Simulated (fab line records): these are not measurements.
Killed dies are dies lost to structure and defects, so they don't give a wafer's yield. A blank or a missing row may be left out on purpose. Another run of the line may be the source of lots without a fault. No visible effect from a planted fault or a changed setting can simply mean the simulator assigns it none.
Comparing a struck lot with a sound one || flow n5-finfet || 15 out of 1938 route steps
Sound: wafers L640.1, L640.2, L640.4. Struck: wafers L643.1, L643.2, L643.5. The cause comes at the end.
For every step that has rows: the tool of each side, followed by ch and its chambers, followed by its first start. Under that, the readings that differ: sound wafers || struck wafers || difference of the means || sigmas: that difference in standard deviations of wafers without a fault.
alike: readings with means less than 2 such deviations apart, plus words and numbers identical on both sides. not compared: withheld readings, readings lacking a value on some wafer, bounds such as >300 that could conceal the same value, and numbers that have no deviation in the record and whose values overlap.
A row with sigmas, a row that says differs or no value, or rows on one side alone: a step with any of these is where the two part. Numbers that have no deviation but don't overlap get no sigmas and don't part them. Lack of a reading on every wafer of one side parts them only where that side has two or more wafers.

N5_BEOL_M6_VIA_ETCH_34: etches SiCOH lowk in C4F6/O2, target depth 126.3 nm, time 50.9 s.
  sound on rie-diel-04 ch 0,1,3, day 11 18:14; struck on rie-diel-06 ch 2,3, day 12 00:56
  alike: drypump-motor-current-A, mfc-ar-sccm, oes_f_703_au, oes-product-au, rf-vpp-V, showerhead-plenum-p-Torr, throttle-valve-pct
  not compared: rf-hours-counter-h
then, 1 step without rows for these wafers: N5_BEOL_M6_STRIP_76 (strips in C4F6/O2).
N5_BEOL_M6_STRIP_36: strips in N2/H2.
  sound on rie-diel-04 ch 0,1,3, day 11 18:17; struck on rie-diel-06 ch 2,3, day 12 00:59
  alike: drypump-motor-current-A, h2-flow-sccm, oes-product-au, rf-vpp-V, showerhead-plenum-p-Torr, throttle-valve-pct
  not compared: rf-hours-counter-h
then, 1 step without rows for these wafers: N5_BEOL_M6_TRENCH_ETCH_37 (etches SiCOH lowk in C4F6/O2, target depth 94.435 nm, time 31.5 s).
N5_BEOL_M6_ETCH_41: etches SiCN in CH3F/O2, target depth 29.7 nm, time 52 s.
  sound on rie-diel-04 ch 0,1,3; struck on rie-diel-06 ch 2,3
  alike: drypump-motor-current-A, mfc-ar-sccm, oes-product-au, rf-vpp-V, showerhead-plenum-p-Torr, throttle-valve-pct
  not compared: rf-hours-counter-h
N5_BEOL_M6_STRIP_80: strips in N2/H2, time 10 s.
  sound on rie-diel-04 ch 0,1,3; struck on rie-diel-06 ch 2,3
  alike: drypump-motor-current-A, h2-flow-sccm, oes-product-au, rf-vpp-V, showerhead-plenum-p-Torr, throttle-valve-pct
  not compared: rf-hours-counter-h
N5_BEOL_M6_OCD_MEAS_38:
  sound: ocd-01 at day 11 18:28; struck: ocd-02 at day 12 01:11
  alike: trench-depth-nm
then, 4 steps without rows for these wafers: N5_BEOL_M6_HM_STRIP_39 (strips TiN in peroxide tin strip, target depth 25 nm, time 158 s); N5_BEOL_M6_SRD_40 (time 30 s); N5_BEOL_M6_PRECLEAN_42 (cleans in residue remover, time 60 s); N5_BEOL_M6_SRD_43 (time 30 s).
N5_BEOL_M6_CD_MEAS_35: target cd 40 nm, target cd y 28 nm.
  sound: cd-sem-02 at day 11 18:38; struck: cd-sem-02 at day 12 01:20
  alike: cd-nm
N5_BEOL_M6_CURE_75: cures SiCOH lowk, time 120 s.
  sound on uv-cure-02 ch 1, day 11 18:54; struck on uv-cure-03 ch 2, day 12 01:23
  no value came back on the struck wafers for lamp-power-pct (%), run-length-s (s), wafer_temp_C_max; on the sound wafers lamp-power-pct (%) reads 52.32 52.35 52.39
N5_BEOL_M6_DEGAS_44: time 60 s.
  sound: pvd-sputter-01 at day 11 19:22; struck: pvd-sputter-02 at day 12 02:22
  alike: heater-power-w
-- a jump in the record: the struck wafers' starts before and after are 4 days apart (it breaks off in module BEOL_M6 and resumes in module PASSIVATION, where the first step shown is number 1936 of the route) --
N5_PASSIVATION_PROBE_49:
  sound: prober-01 at day 15 19:27; struck: prober-01 at day 15 21:25
  alike: defect-limited-yield, killed_at_M0_to_M3, killed_at_M4_up, killed-at-contacts, killed-at-front-end, killed-at-other, killed-dies, killed-open, killed-short, sort_bin_4_leakage, sort_bin_5_function, sort_bin_6_memory, sort-n-pass, sort-yield-pct

## WHERE THEY PART
Only at N5_BEOL_M6_CURE_75, within this record. Later steps at which nothing parts them and some readings are alike: N5_BEOL_M6_DEGAS_44, N5_PASSIVATION_PROBE_49.

WHY: the cause the simulator had injected
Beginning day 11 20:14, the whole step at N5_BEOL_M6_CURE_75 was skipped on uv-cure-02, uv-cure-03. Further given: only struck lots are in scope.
